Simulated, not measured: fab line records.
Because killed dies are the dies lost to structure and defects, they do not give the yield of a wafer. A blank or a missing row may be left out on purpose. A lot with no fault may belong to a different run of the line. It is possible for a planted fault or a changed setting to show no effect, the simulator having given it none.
Split-lot trial / flow n5-finfet / 39 wafers read from 7 lots, route of 1938 steps

THE SPLIT
At N5_MIM_BOT_SPUTTER_00 (material TiN, target thk 35 nm, time 89.7 s), the setting target-thk-a was moved away from the recipe's 350 angstrom on 9 of the 39 wafers read, by -31.2% to +36.6%. This setting was run at the recipe's value on the other wafers.

The reading is taken at the split's own step.

THE READING
TiN_of_MIM_BOT_SPUTTER_00.thk-nm (the simulator's own value, which no gauge read), in nm, at N5_MIM_BOT_SPUTTER_00 (material TiN, target thk 35 nm, time 89.7 s). The file gives no usual value for it. Average 35.1 nm, standard deviation 0.26 nm, over the 30 wafers here run with the recipe.

wafer=L075.2; tool, chamber at the split=pvd-sputter-03, -; target-thk-a as run, angstrom=350; against the recipe=recipe; TiN_of_MIM_BOT_SPUTTER_00.thk-nm, nm=35.6; against lot-mates on the recipe=-
wafer=L075.4; tool, chamber at the split=pvd-sputter-03, -; target-thk-a as run, angstrom=350; against the recipe=recipe; TiN_of_MIM_BOT_SPUTTER_00.thk-nm, nm=35.6; against lot-mates on the recipe=-
wafer=L075.6; tool, chamber at the split=pvd-sputter-03, -; target-thk-a as run, angstrom=350; against the recipe=recipe; TiN_of_MIM_BOT_SPUTTER_00.thk-nm, nm=35.8; against lot-mates on the recipe=-
wafer=L078.1; tool, chamber at the split=pvd-sputter-02, -; target-thk-a as run, angstrom=350; against the recipe=recipe; TiN_of_MIM_BOT_SPUTTER_00.thk-nm, nm=35.2; against lot-mates on the recipe=-
wafer=L078.2; tool, chamber at the split=pvd-sputter-02, -; target-thk-a as run, angstrom=350; against the recipe=recipe; TiN_of_MIM_BOT_SPUTTER_00.thk-nm, nm=35.2; against lot-mates on the recipe=-
wafer=L078.3; tool, chamber at the split=pvd-sputter-02, -; target-thk-a as run, angstrom=350; against the recipe=recipe; TiN_of_MIM_BOT_SPUTTER_00.thk-nm, nm=35.2; against lot-mates on the recipe=-
wafer=L078.4; tool, chamber at the split=pvd-sputter-02, -; target-thk-a as run, angstrom=350; against the recipe=recipe; TiN_of_MIM_BOT_SPUTTER_00.thk-nm, nm=34.6; against lot-mates on the recipe=-
wafer=L078.5; tool, chamber at the split=pvd-sputter-02, -; target-thk-a as run, angstrom=350; against the recipe=recipe; TiN_of_MIM_BOT_SPUTTER_00.thk-nm, nm=35; against lot-mates on the recipe=-
wafer=L078.6; tool, chamber at the split=pvd-sputter-02, -; target-thk-a as run, angstrom=350; against the recipe=recipe; TiN_of_MIM_BOT_SPUTTER_00.thk-nm, nm=34.8; against lot-mates on the recipe=-
wafer=L080.1; tool, chamber at the split=pvd-sputter-01, -; target-thk-a as run, angstrom=240.7; against the recipe=-31.2%; TiN_of_MIM_BOT_SPUTTER_00.thk-nm, nm=24.2; against lot-mates on the recipe=-11.1
wafer=L080.2; tool, chamber at the split=pvd-sputter-01, -; target-thk-a as run, angstrom=240.7; against the recipe=-31.2%; TiN_of_MIM_BOT_SPUTTER_00.thk-nm, nm=24.4; against lot-mates on the recipe=-10.9
wafer=L080.3; tool, chamber at the split=pvd-sputter-01, -; target-thk-a as run, angstrom=240.7; against the recipe=-31.2%; TiN_of_MIM_BOT_SPUTTER_00.thk-nm, nm=24.6; against lot-mates on the recipe=-10.7
wafer=L080.4; tool, chamber at the split=pvd-sputter-01, -; target-thk-a as run, angstrom=350; against the recipe=recipe; TiN_of_MIM_BOT_SPUTTER_00.thk-nm, nm=35.4; against lot-mates on the recipe=-
wafer=L080.5; tool, chamber at the split=pvd-sputter-01, -; target-thk-a as run, angstrom=350; against the recipe=recipe; TiN_of_MIM_BOT_SPUTTER_00.thk-nm, nm=35.2; against lot-mates on the recipe=-
wafer=L080.6; tool, chamber at the split=pvd-sputter-01, -; target-thk-a as run, angstrom=350; against the recipe=recipe; TiN_of_MIM_BOT_SPUTTER_00.thk-nm, nm=35.2; against lot-mates on the recipe=-
wafer=L089.1; tool, chamber at the split=pvd-sputter-03, -; target-thk-a as run, angstrom=350; against the recipe=recipe; TiN_of_MIM_BOT_SPUTTER_00.thk-nm, nm=35.2; against lot-mates on the recipe=-
wafer=L089.2; tool, chamber at the split=pvd-sputter-03, -; target-thk-a as run, angstrom=350; against the recipe=recipe; TiN_of_MIM_BOT_SPUTTER_00.thk-nm, nm=35.2; against lot-mates on the recipe=-
wafer=L089.4; tool, chamber at the split=pvd-sputter-03, -; target-thk-a as run, angstrom=350; against the recipe=recipe; TiN_of_MIM_BOT_SPUTTER_00.thk-nm, nm=35.2; against lot-mates on the recipe=-
wafer=L089.6; tool, chamber at the split=pvd-sputter-03, -; target-thk-a as run, angstrom=350; against the recipe=recipe; TiN_of_MIM_BOT_SPUTTER_00.thk-nm, nm=35.2; against lot-mates on the recipe=-
wafer=L089.3; tool, chamber at the split=pvd-sputter-03, -; target-thk-a as run, angstrom=350; against the recipe=recipe; TiN_of_MIM_BOT_SPUTTER_00.thk-nm, nm=34.8; against lot-mates on the recipe=-
wafer=L089.5; tool, chamber at the split=pvd-sputter-03, -; target-thk-a as run, angstrom=350; against the recipe=recipe; TiN_of_MIM_BOT_SPUTTER_00.thk-nm, nm=35; against lot-mates on the recipe=-
wafer=L083.1; tool, chamber at the split=pvd-sputter-01, -; target-thk-a as run, angstrom=350; against the recipe=recipe; TiN_of_MIM_BOT_SPUTTER_00.thk-nm, nm=35; against lot-mates on the recipe=-
wafer=L083.4; tool, chamber at the split=pvd-sputter-01, -; target-thk-a as run, angstrom=350; against the recipe=recipe; TiN_of_MIM_BOT_SPUTTER_00.thk-nm, nm=35; against lot-mates on the recipe=-
wafer=L083.5; tool, chamber at the split=pvd-sputter-01, -; target-thk-a as run, angstrom=350; against the recipe=recipe; TiN_of_MIM_BOT_SPUTTER_00.thk-nm, nm=35; against lot-mates on the recipe=-
wafer=L083.2; tool, chamber at the split=pvd-sputter-01, -; target-thk-a as run, angstrom=350; against the recipe=recipe; TiN_of_MIM_BOT_SPUTTER_00.thk-nm, nm=34.8; against lot-mates on the recipe=-
wafer=L083.6; tool, chamber at the split=pvd-sputter-01, -; target-thk-a as run, angstrom=350; against the recipe=recipe; TiN_of_MIM_BOT_SPUTTER_00.thk-nm, nm=34.8; against lot-mates on the recipe=-
wafer=L083.3; tool, chamber at the split=pvd-sputter-01, -; target-thk-a as run, angstrom=350; against the recipe=recipe; TiN_of_MIM_BOT_SPUTTER_00.thk-nm, nm=35.2; against lot-mates on the recipe=-
wafer=L088.1; tool, chamber at the split=pvd-sputter-01, -; target-thk-a as run, angstrom=478; against the recipe=+36.6%; TiN_of_MIM_BOT_SPUTTER_00.thk-nm, nm=48; against lot-mates on the recipe=+12.7
wafer=L088.5; tool, chamber at the split=pvd-sputter-01, -; target-thk-a as run, angstrom=478; against the recipe=+36.6%; TiN_of_MIM_BOT_SPUTTER_00.thk-nm, nm=48; against lot-mates on the recipe=+12.7
wafer=L088.2; tool, chamber at the split=pvd-sputter-01, -; target-thk-a as run, angstrom=350; against the recipe=recipe; TiN_of_MIM_BOT_SPUTTER_00.thk-nm, nm=35.4; against lot-mates on the recipe=-
wafer=L088.3; tool, chamber at the split=pvd-sputter-01, -; target-thk-a as run, angstrom=350; against the recipe=recipe; TiN_of_MIM_BOT_SPUTTER_00.thk-nm, nm=35.2; against lot-mates on the recipe=-
wafer=L088.4; tool, chamber at the split=pvd-sputter-01, -; target-thk-a as run, angstrom=350; against the recipe=recipe; TiN_of_MIM_BOT_SPUTTER_00.thk-nm, nm=35.2; against lot-mates on the recipe=-
wafer=L088.6; tool, chamber at the split=pvd-sputter-01, -; target-thk-a as run, angstrom=478; against the recipe=+36.6%; TiN_of_MIM_BOT_SPUTTER_00.thk-nm, nm=48.2; against lot-mates on the recipe=+12.9
wafer=L090.1; tool, chamber at the split=pvd-sputter-02, -; target-thk-a as run, angstrom=448.5; against the recipe=+28.1%; TiN_of_MIM_BOT_SPUTTER_00.thk-nm, nm=45; against lot-mates on the recipe=+10.1
wafer=L090.4; tool, chamber at the split=pvd-sputter-02, -; target-thk-a as run, angstrom=448.5; against the recipe=+28.1%; TiN_of_MIM_BOT_SPUTTER_00.thk-nm, nm=45; against lot-mates on the recipe=+10.1
wafer=L090.2; tool, chamber at the split=pvd-sputter-02, -; target-thk-a as run, angstrom=448.5; against the recipe=+28.1%; TiN_of_MIM_BOT_SPUTTER_00.thk-nm, nm=44.6; against lot-mates on the recipe=+9.7
wafer=L090.3; tool, chamber at the split=pvd-sputter-02, -; target-thk-a as run, angstrom=350; against the recipe=recipe; TiN_of_MIM_BOT_SPUTTER_00.thk-nm, nm=34.8; against lot-mates on the recipe=-
wafer=L090.5; tool, chamber at the split=pvd-sputter-02, -; target-thk-a as run, angstrom=350; against the recipe=recipe; TiN_of_MIM_BOT_SPUTTER_00.thk-nm, nm=35; against lot-mates on the recipe=-
wafer=L090.6; tool, chamber at the split=pvd-sputter-02, -; target-thk-a as run, angstrom=350; against the recipe=recipe; TiN_of_MIM_BOT_SPUTTER_00.thk-nm, nm=35; against lot-mates on the recipe=-

FIT RESULTS
A straight line over all 39 wafers: TiN_of_MIM_BOT_SPUTTER_00.thk-nm changes by +0.348 nm for each +1% of target-thk-a; r = +1.00; the points scatter about the line by 0.26 nm.
The same after taking each lot's own level away (the mean of its wafers on the recipe; 39 wafers): +0.35 nm for each +1%; r = +1.00; scatter 0.16 nm.
On that fit, the largest move of target-thk-a shifts the reading by 13 nm.
Measured against the standard deviation above, the lots' own levels, which go from 34.93 to 35.67 nm, span 2.8 times it.
The two slopes are in agreement: the lot-to-lot level therefore moves the slope only a little.
Check: with one of the wafers moved furthest among these (+36.6%) left out of the fit, the line predicts +12.8 nm for it against its lot-mates. It came out at +12.7 nm against them.

FURTHER SPLITS ON THESE WAFERS
Before the reading, these wafers also passed through other splits. Each is held against what the fit with the lots' levels taken away leaves over:
other split on the same wafers=N5_BEOL_M13_ETCH_59 time-s; wafers away from the commonest value=6; r with TiN_of_MIM_BOT_SPUTTER_00.thk-nm (lot level and that fit taken away)=-0.06

THE FILE'S OWN FIT
TiN_of_MIM_BOT_SPUTTER_00.thk-nm changes by +0.35 nm for each +1% of target-thk-a, r = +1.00.
